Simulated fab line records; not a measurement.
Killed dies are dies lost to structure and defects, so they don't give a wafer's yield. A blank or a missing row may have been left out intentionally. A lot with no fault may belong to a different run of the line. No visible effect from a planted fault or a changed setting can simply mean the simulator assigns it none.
Which tool was responsible? -- flow nandHarc -- 12 lots, 36 wafers sampled, at 5 steps of a route of 1159

## WHAT THE GAUGES SHOWED, per wafer
NHARC_END_SORT_01. Usual: killedAtArray 28, standard deviation 10; killedAtOther 0.6, standard deviation 1.1; killedAtPeriphery 3.6, standard deviation 2.6; killedDies 32, standard deviation 10; killedOpen 3.3, standard deviation 1.8; killedShort 1.9, standard deviation 1.4.
lot,measured,on,killedAtArray,killedAtOther,killedAtPeriphery,killedDies,killedOpen,killedShort,flag
L506,day 23 07:10,prober-02,674 675 676,1 1 0,2 1 1,677 677 677,3 2 7,1 1 1,OFF
L509,day 23 16:33,prober-01,674 676 677,0 0 0,3 1 0,677 677 677,4 1 5,3 5 1,OFF

## WHICH TOOL RAN EACH LOT (tool, then ch and the chambers of the sampled wafers, then the start)
lot,NHARC_A_CONTACT_DEP_58,NHARC_A_CONTACT_ETCH_77,NHARC_A_CONTACT_ETCH_124,NHARC_A_CONTACT_ETCH_130
L492,"pecvd-04 ch 0,1,2, day 16 03:44","rieDiel-05 ch 0,1, day 16 05:47 or earlier","harCapEtch-03 ch 0,1, day 16 05:47","harCapEtch-03 ch 0,1, day 16 06:59"
L497,"pecvd-02 ch 1,2, day 17 13:42","rieDiel-04 ch 0,1,3, day 17 15:56 or earlier","harCapEtch-02 ch 0,1, day 17 15:56","harCapEtch-02 ch 0,1, day 17 16:50"
L502,"pecvd-02 ch 1,2, day 18 19:01","rieDiel-07 ch 2,3, day 18 21:04 or earlier","harCapEtch-01 ch 0,1, day 18 21:04","harCapEtch-01 ch 0,1, day 18 21:58"
L499,"pecvd-03 ch 0,2, day 18 21:08","rieDiel-07 ch 0,1,3, day 18 23:08 or earlier","harCapEtch-03 ch 0,1, day 18 23:08","harCapEtch-03 ch 0,1, day 19 00:02"
L498,"pecvd-02 ch 0,1,2, day 19 00:46","rieDiel-04 ch 2,3, day 19 02:41 or earlier","harCapEtch-01 ch 1, day 19 02:41","harCapEtch-01 ch 1, day 19 03:36"
L506,"pecvd-02 ch 0,1, day 20 10:02","rieDiel-07 ch 1,2,3, day 20 12:05 or earlier","harCapEtch-03 ch 1, day 20 12:05","harCapEtch-03 ch 1, day 20 13:17"
L509,"pecvd-02 ch 0,1,2, day 20 15:02","rieDiel-07 ch 0,2,3, day 20 17:03 or earlier","harCapEtch-01 ch 0,1, day 20 17:03","harCapEtch-01 ch 0,1, day 20 17:56"
L510,"pecvd-04 ch 0,2, day 21 01:40","rieDiel-05 ch 0,2,3, day 21 03:37 or earlier","harCapEtch-01 ch 0,1, day 21 03:37","harCapEtch-01 ch 0,1, day 21 04:31"
L511,"pecvd-02 ch 0,1,2, day 21 03:25","rieDiel-04 ch 1,2,3, day 21 05:29 or earlier","harCapEtch-03 ch 0,1, day 21 05:29","harCapEtch-03 ch 0,1, day 21 06:23"
L512,"pecvd-02 ch 1,2, day 21 16:27","rieDiel-04 ch 0,3, day 21 18:36 or earlier","harCapEtch-03 ch 0,1, day 21 18:36","harCapEtch-03 ch 0,1, day 21 19:31"
L514,"pecvd-03 ch 0,1,2, day 22 07:05","rieDiel-04 ch 0,2, day 22 08:58 or earlier","harCapEtch-03 ch 0,1, day 22 08:58","harCapEtch-03 ch 0,1, day 22 09:53"
L515,"pecvd-04 ch 1,2, day 22 11:35","rieDiel-05 ch 0,1, day 22 13:52 or earlier","harCapEtch-03 ch 0,1, day 22 13:52","harCapEtch-03 ch 0,1, day 22 14:46"
- NHARC_A_CONTACT_DEP_58: deposits SiON, target thk 60 nm.
- NHARC_A_CONTACT_ETCH_77: etches the open film in CF4/CHF3, target depth 72.6 nm, time 36.3 s.
- NHARC_A_CONTACT_ETCH_124: etches the open film in C4F8/O2/Ar, time 140 s, target depth 700 nm.
- NHARC_A_CONTACT_ETCH_130: etches the open film in C4F8/O2/Ar, time 155 s, target depth 956 nm.

## AS READ BY THE TOOLS THEMSELVES (means over the sampled wafers that have a number; for cases with no such wafer, the mark the record gives instead)
NHARC_A_CONTACT_DEP_58. Usual: heaterPowerW 794 W, standard deviation 140; showerheadVppV 1153 V, standard deviation 71.
lot,tool,heaterPowerW (W),showerheadVppV (V),flag
L492,pecvd-04,834,1156,
L497,pecvd-02,819,1120,
L502,pecvd-02,826,1140,
L499,pecvd-03,780,1177,
L498,pecvd-02,837,1112,
L506,pecvd-02,749,1110,
L509,pecvd-02,834,1120,
L510,pecvd-04,797,1112,
L511,pecvd-02,801,1124,
L512,pecvd-02,828,1120,
L514,pecvd-03,724,1244,
L515,pecvd-04,748,1110,

NHARC_A_CONTACT_ETCH_77. Usual: value, then standard deviation, for each; biasW 200.0 W / 0.59; cf4FlowSccm 100.03 sccm / 0.27; drypumpMotorCurrentA 5.7 A / 0.55; oesProductAu 0.935 a.u. / 0.025; rfVppV 371.2 V / 1.8; showerheadPlenumPTorr 1.59 Torr / 0.049; throttleValvePct 16.802 % / 0.0089.
lot,tool,biasW (W),cf4FlowSccm (sccm),drypumpMotorCurrentA (A),oesProductAu (a.u.),rfVppV (V),showerheadPlenumPTorr (Torr),throttleValvePct (%),flag
L492,rieDiel-05,200.6,100.09,5.9,0.962,371.3,1.59,16.807,
L497,rieDiel-04,199.8,100.22,5.5,0.927,371.2,1.59,16.807,
L502,rieDiel-07,199.0,100.18,5.6,0.921,370.5,1.57,16.802,
L499,rieDiel-07,199.8,99.88,5.1,0.918,372.6,1.62,16.799,
L498,rieDiel-04,199.7,100.35,5.5,0.978,373.2,1.64,16.793,
L506,rieDiel-07,200.1,99.85,5.5,0.912,371.3,1.57,16.798,
L509,rieDiel-07,200.1,100.22,5.6,0.960,371.6,1.60,16.793,
L510,rieDiel-05,199.8,99.95,6.3,0.923,369.4,1.55,16.804,
L511,rieDiel-04,199.8,99.91,5.4,0.970,372.1,1.60,16.808,
L512,rieDiel-04,199.9,99.98,5.8,0.931,371.3,1.58,16.801,
L514,rieDiel-04,200.4,99.80,5.9,0.986,371.6,1.59,16.809,
L515,rieDiel-05,200.3,99.72,5.9,0.918,371.5,1.58,16.796,

NHARC_A_CONTACT_ETCH_124. Usual: chamberPressureMTorr 20.002 mTorr, standard deviation 0.019; oesAirLineAu 1.000 a.u., standard deviation 0.019.
lot,tool,chamberPressureMTorr (mTorr),oesAirLineAu (a.u.),flag
L492,harCapEtch-03,19.992,1.017,
L497,harCapEtch-02,20.012,1.004,
L502,harCapEtch-01,19.988,1.002,
L499,harCapEtch-03,20.008,0.997,
L498,harCapEtch-01,19.999,1.017,
L506,harCapEtch-03,20.000,0.993,
L509,harCapEtch-01,19.994,0.982,
L510,harCapEtch-01,19.998,1.003,
L511,harCapEtch-03,19.999,0.985,
L512,harCapEtch-03,20.010,1.015,
L514,harCapEtch-03,19.993,1.004,
L515,harCapEtch-03,20.024,1.010,

NHARC_A_CONTACT_ETCH_130. Usual: chamberPressureMTorr 20.000 mTorr, standard deviation 0.018; oesAirLineAu 1.002 a.u., standard deviation 0.019.
lot,tool,chamberPressureMTorr (mTorr),oesAirLineAu (a.u.),flag
L492,harCapEtch-03,19.990,0.995,
L497,harCapEtch-02,20.000,1.001,
L502,harCapEtch-01,20.004,0.996,
L499,harCapEtch-03,20.004,1.006,
L498,harCapEtch-01,20.002,1.008,
L506,harCapEtch-03,-,-,OFF
L509,harCapEtch-01,-,-,OFF
L510,harCapEtch-01,20.003,0.998,
L511,harCapEtch-03,19.987,1.020,
L512,harCapEtch-03,20.000,0.993,
L514,harCapEtch-03,19.988,1.010,
L515,harCapEtch-03,20.007,1.004,

## THE ANSWER, worked out from the rows above alone
Rule: a lot is off if the mean of its wafers that have a number lies more than 3 standard deviations from the usual mean. A lot without any number at a reading at which 4 lots or more have one is off too. Where the step has rows for the other lots, those lots are counted as sound. After the gauges, taken in route order, come the tools' own readings; for these a lot's mean is taken, as printed above. The first step at which some lot is off is used, and at that step the reading that is off furthest; a lot without a number counts as furthest.
Off, at NHARC_END_SORT_01 on killedAtArray: L506, L509. Neither off nor sound, because the step has no rows for them: L492, L497, L502, L499, L498, L510, L511, L512, L514, L515.
A tool fits if, at a process step before that reading, it ran every lot that is off, and no sound lot after the first of them. The gauges at NHARC_END_SORT_01 aren't tried: what is off there is off at NHARC_A_CONTACT_ETCH_130 too, on other tools, and a gauge's error can't cause that. Because NHARC_A_CONTACT_ETCH_77 lacks a start for some lots, the hours and order of its lots are taken from NHARC_A_CONTACT_ETCH_124. This does not decide it: 2 tools fit, namely pecvd-02 at NHARC_A_CONTACT_DEP_58 and rieDiel-07 at NHARC_A_CONTACT_ETCH_77.

## WHAT THE SIMULATOR HAD PUT IN
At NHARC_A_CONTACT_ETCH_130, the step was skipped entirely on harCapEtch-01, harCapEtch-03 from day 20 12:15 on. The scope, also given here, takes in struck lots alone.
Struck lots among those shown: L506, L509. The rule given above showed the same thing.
